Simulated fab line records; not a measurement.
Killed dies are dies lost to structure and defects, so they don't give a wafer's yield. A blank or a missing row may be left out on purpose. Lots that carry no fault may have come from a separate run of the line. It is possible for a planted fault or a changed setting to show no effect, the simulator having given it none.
Lot-split experiment ; flow n5_finfet ; 21 wafers read from 7 lots, route of 1938 steps

== ABOUT THE SPLIT ==
At N5_BEOL_M9_DESCUM_16 (chemistry O2, time 7.9 s), the setting time_s was moved away from the recipe's 7.9 s on 5 of the 21 wafers read, by -16.8% to +14.7%. For the rest of the wafers, this setting stayed at what the recipe calls for.

Split to reading: the file shows no intervening step.

== THE READING ==
CAR-ArF_of_BEOL_M9_COAT_05.thk_nm (the simulator's own value, which no gauge read), in nm, at N5_BEOL_M9_ETCH_61 (etches SiARC in CF4, target depth 39 nm, time 65 s). There is no usual value for it anywhere in the file. Across the 16 wafers here that went through the recipe, the average is 55.6 nm and the standard deviation 0.19 nm.

wafer;tool, chamber at the split;time_s as run, s;against the recipe;CAR-ArF_of_BEOL_M9_COAT_05.thk_nm, nm;against lot-mates on the recipe
L076.2;rie_diel-01, 3,1,2;7.9;recipe;55.8;-
L076.4;rie_diel-01, 3,1,2;7.9;recipe;55.6;-
L076.5;rie_diel-01, 3,1,2;7.9;recipe;55.2;-
L078.2;rie_diel-02, 0,3;6.621;-16.2%;56.2;+0.6
L078.3;rie_diel-02, 0,3;6.621;-16.2%;56.2;+0.6
L078.4;rie_diel-02, 1;7.9;recipe;55.6;-
L079.4;rie_diel-02, 2;9.063;+14.7%;54.8;-0.9
L079.5;rie_diel-02, 1,2;7.9;recipe;55.6;-
L079.6;rie_diel-02, 1,2;7.9;recipe;55.8;-
L081.1;rie_diel-03, 2,1;7.9;recipe;55.2;-
L081.2;rie_diel-03, 2,1;7.9;recipe;55.4;-
L081.6;rie_diel-03, 3;8.504;+7.6%;55;-0.3
L083.3;rie_diel-03, 3;6.57;-16.8%;56.4;+0.8
L083.4;rie_diel-03, 1,0;7.9;recipe;55.6;-
L083.5;rie_diel-03, 1,0;7.9;recipe;55.6;-
L084.2;rie_diel-03, 2,0,3;7.9;recipe;55.4;-
L084.3;rie_diel-03, 2,0,3;7.9;recipe;55.8;-
L084.6;rie_diel-03, 2,0,3;7.9;recipe;55.8;-
L096.2;rie_diel-01, 2,1,3;7.9;recipe;55.6;-
L096.5;rie_diel-01, 2,1,3;7.9;recipe;55.6;-
L096.4;rie_diel-01, 2,1,3;7.9;recipe;55.4;-
If several chambers appear in one row, that row covers several wafers at once and the file leaves open which wafer was in which chamber.

FIT RESULTS
A straight line over all 21 wafers: CAR-ArF_of_BEOL_M9_COAT_05.thk_nm changes by -0.047 nm for each +1% of time_s; r = -0.88; the points scatter about the line by 0.18 nm.
The same after taking each lot's own level away (the mean of its wafers on the recipe; 21 wafers): -0.0452 nm for each +1%; r = -0.91; scatter 0.15 nm.
According to that fit, moving time_s by its largest amount changes the reading by 0.76 nm.
The lots' own levels span 55.30 to 55.70 nm, that is 2.1 times the standard deviation above.
Hence the lot-to-lot level has little effect on the slope; both slopes agree.
Check: +0.719 nm against its lot-mates is what the line predicts for one of the wafers moved furthest among these (-16.8%) when that wafer is left out of the fit. Against them it came out at +0.8 nm.

== THESE WAFERS: OTHER SPLITS ==
Note: prior to the reading, these wafers also went through further splits. Each is held against what the fit with the lots' levels taken away leaves over:
other split on the same wafers;wafers away from the commonest value;r with CAR-ArF_of_BEOL_M9_COAT_05.thk_nm (lot level and that fit taken away)
N5_BEOL_M8_ETCH_66 source_w;2;-0.12

== FILE'S OWN FIT ==
CAR-ArF_of_BEOL_M9_COAT_05.thk_nm changes by -0.0472 nm for each +1% of time_s, r = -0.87.
